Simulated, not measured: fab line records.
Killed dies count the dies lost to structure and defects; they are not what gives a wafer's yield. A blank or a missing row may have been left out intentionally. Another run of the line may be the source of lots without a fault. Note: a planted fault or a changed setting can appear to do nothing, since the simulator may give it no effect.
Comparing a struck lot with a sound one | flow n5Finfet | 26 steps out of a route of 1938
Sound: the wafers L535.2, L535.3, L535.4. Struck: wafers L536.1, L536.4, L536.6. The cause comes at the end.
For every step that has rows: the tool of each side, followed by ch and its chambers, followed by its first start. Under that, the readings that differ: sound wafers | struck wafers | difference of the means | sigmas: that difference in standard deviations of wafers without a fault.
alike: words and numbers the same on both sides, and readings whose means are apart by under 2 such deviations; not compared: readings that were withheld, readings missing a value for some wafer, numbers with overlapping values and no deviation given by the record, and bounds like >300 which may hide the same value.
Wherever a step has rows on one side only, a row that says differs or no value, or a row with sigmas, the two part there. Numbers that have no deviation but don't overlap get no sigmas and don't part them. A reading that every wafer of one side lacks parts them only if that side has two wafers or more.

first, 1 step without rows for these wafers: N5_BEOL_M0_PRE_CLEAN_131 (time 15 s).
N5_BEOL_M0_CO_CAP_123: material Co, precursor CCTBA/H2, target thk 2 nm, time 102.1 s.
  sound on cvdCo-02 ch 1,2, day 7 02:20; struck on cvdCo-01 ch 0,1,2, day 7 07:50
  alike: heaterPowerW
  not compared: sinceWetCleanH
then, 1 step without rows for these wafers: N5_BEOL_M0_PRE_CLEAN_124 (time 15 s).
N5_BEOL_M0_DEP_125: deposits SiCN from 3MS/NH3, target thk 8 nm, time 14 s.
  sound on pecvd-01 ch 0,1, day 7 02:28; struck on pecvd-03 ch 0,2, day 7 07:58
  alike: showerheadPlenumPTorr, showerheadVppV, throttleValvePct
  not compared: sinceWetCleanH
N5_BEOL_M0_RS_MEAS_126: measurement is done with a four-point probe.
  sound: filmMetro-02 at day 7 02:32; struck: filmMetro-01 at day 7 08:03
reading        | sound             | struck            | difference | sigmas
M0_RS (ohm/sq) | 0.532 0.562 0.545 | 0.517 0.508 0.504 | -0.037     | -2
N5_BEOL_M0_INSPECT_127: inspects for defects (darkfield).
  sound: defectInspect-02 at day 7 02:33; struck: defectInspect-01 at day 7 08:05
  alike: rawDefectCount
then, 1 step without rows for these wafers: N5_BEOL_M1_ILD_DEP_00 (deposits SiOC from DEMS/O2, target thk 79 nm, time 15.3 s).
N5_BEOL_M1_THK_MEAS_01:
  sound: filmMetro-02 at day 7 02:40; struck: filmMetro-02 at day 7 08:11
  alike: M1_ILD_THK
N5_BEOL_M1_PECVD_72: deposits SiO2 from TEOS/O2, target thk 16 nm, time 18 s.
  sound on pecvd-04 ch 1,2, day 7 02:41; struck on pecvd-02 ch 0,1,2, day 7 08:13
  alike: heaterPowerW, showerheadPlenumPTorr, showerheadVppV, throttleValvePct
  not compared: sinceWetCleanH
N5_BEOL_M1_HM_DEP_02: deposits TiN, target thk 20 nm.
  sound: pvdSputter-02 at day 7 04:18; struck: pvdSputter-01 at day 7 08:55
  alike: throttleValvePct
then, 2 steps without rows for these wafers: N5_BEOL_M1_COAT_61 (time 60 s, resist thk 60 nm); N5_BEOL_M1_COAT_62 (time 60 s, resist thk 12 nm).
N5_BEOL_M1_COAT_73: time 60 s, resist thk 5 nm.
  sound on lithoTrack-01 ch 0, day 7 04:26; struck on lithoTrack-02 ch 0, day 7 09:02
reading            | sound                | struck               | difference | sigmas
spinSpeedRpm (rpm) | 1500.7 1498.8 1500.2 | 1432.7 1432.5 1432.4 | -67.4      | -61
  alike: chillPlateTempC, exhaustPa
then, 6 steps without rows for these wafers: N5_BEOL_M1_COAT_05 (resist thk 30 nm); N5_BEOL_M1_EBR_07; N5_BEOL_M1_SOFTBAKE_06 (time 60 s); N5_BEOL_M1_EXPOSE_08 (exposes mask M1); N5_BEOL_M1_PEB_09 (peb time 60 s); N5_BEOL_M1_DEVELOP_10 (develop time 30 s).
N5_BEOL_M1_CD_MEAS_11: target cd 17.05 nm.
  sound on cdSem-02 ch 0, day 7 04:49; struck on cdSem-03 ch 0, day 7 09:17
  alike: cdNm
N5_BEOL_M1_OVL_MEAS_12:
  sound on overlay-02 ch 0, day 7 04:52; struck on overlay-02 ch 0, day 7 09:19
  alike: M1_OVL
N5_BEOL_M1_INSPECT_13: inspects for defects (brightfield).
  sound: defectInspect-02 at day 7 04:55; struck: defectInspect-02 at day 7 09:23
  alike: rawDefectCount
N5_BEOL_M1_DESCUM_16: chemistry O2, time 7 s.
  sound on rieDiel-06 ch 0,1,3, day 7 04:58; struck on rieDiel-06 ch 0,1, day 7 09:25
  alike: drypumpMotorCurrentA, oesProductAu, rfVppV, showerheadPlenumPTorr, throttleValvePct
  not compared: rfHoursCounterH
N5_BEOL_M1_ETCH_74: etches underlayer in N2/H2, target depth 6.5 nm, time 5.2 s.
  sound on rieDiel-06 ch 0,1,3, day 7 04:59; struck on rieDiel-06 ch 0,1, day 7 09:27
reading                 | sound             | struck            | difference | sigmas
model.etch.depthNm (nm) | 5.018 5.018 5.013 | 5.123 5.103 5.121 | +0.099     | 
  alike: biasW, drypumpMotorCurrentA, etchRfOnTimeS, oesProductAu, rfVppV, showerheadPlenumPTorr, throttleValvePct
  not compared: rfHoursCounterH
then, 1 step without rows for these wafers: N5_BEOL_M1_ETCH_63 (etches SiARC in CF4, target depth 15.6 nm, time 26 s).
-- a jump in the record: the struck wafers' starts before and after are 2 days apart (it breaks off in module BEOL_M1 and resumes in module BEOL_M4, where the first step shown is number 1111 of the route) --
N5_BEOL_M4_RC_MEAS_101:
  sound on prober-01 ch 0, day 9 01:40; struck on prober-01 ch 0, day 9 13:01
  alike: DIBL_N, DIBL_P, IOFF_N, IOFF_P, ION_N, ION_P, SS_N, SS_P, VT_N, VT_P

WHERE THEY PART
Earliest at N5_BEOL_M0_RS_MEAS_126; latest, in this record, at N5_BEOL_M1_COAT_73. Later steps at which nothing parts them and some readings are alike: N5_BEOL_M1_CD_MEAS_11, N5_BEOL_M1_OVL_MEAS_12, N5_BEOL_M1_INSPECT_13, N5_BEOL_M1_DESCUM_16, N5_BEOL_M1_ETCH_74, N5_BEOL_M4_RC_MEAS_101.

WHY: the cause the simulator had injected
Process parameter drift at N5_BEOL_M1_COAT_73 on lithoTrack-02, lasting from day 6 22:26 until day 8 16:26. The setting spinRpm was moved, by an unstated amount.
